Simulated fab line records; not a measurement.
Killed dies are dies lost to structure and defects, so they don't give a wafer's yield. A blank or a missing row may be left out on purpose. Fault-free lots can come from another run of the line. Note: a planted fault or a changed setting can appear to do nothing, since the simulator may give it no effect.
Matching of chambers    flow nandHarc    NHARC_A_CHANNEL_FILL_D2_ETCHBACK_19 on rieSi-01 has 4 sister chambers
The step etches the open film in HBr/Cl2, target depth 5 nm, time 1.7 s. 4 wafers are shown with their chamber, then 7 later ones without.

== EACH WAFER AND ITS CHAMBER ==
wafer   chamber  oesProductAu (a.u.)
L077.2  3        1.016
L086.1  1        1.009
L090.1  0        1.010
L090.3  2        1.000

== WAFERS WHOSE CHAMBER IS MISSING ==
wafer   oesProductAu (a.u.)
L090.6  1.003
L092.2  0.981
L092.3  1.002
L092.4  0.985
L095.1  0.986
L095.5  0.989
L095.6  0.997

== CHAMBER TAKEN BY EACH ==
wafer   from the rows above                in truth
L090.6  can't be placed: 2 or 1 or 0 or 3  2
L092.2  can't be placed: 2 or 1 or 0 or 3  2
L092.3  can't be placed: 2 or 1 or 0 or 3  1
L092.4  can't be placed: 2 or 1 or 0 or 3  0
L095.1  can't be placed: 2 or 1 or 0 or 3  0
L095.5  can't be placed: 2 or 1 or 0 or 3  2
L095.6  can't be placed: 2 or 1 or 0 or 3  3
Correct placement for 0 of the 7. Not placeable from these rows: 7 (in 7, the candidates include the true chamber). Number placed wrongly: 0.
How it was worked out, from the rows above alone: a wafer's distance from a chamber is the root of the sum, over the readings, of the square of ((its reading less the chamber's mean) divided by the reading's scatter). The wafer belongs to the nearest chamber; if the next one is less than 2 further off, it can't be placed. A chamber's mean is the mean of its shown wafers. The scatter: with one shown wafer a chamber, the root of the mean of the squares of how far each hidden wafer lies from its nearest shown one.
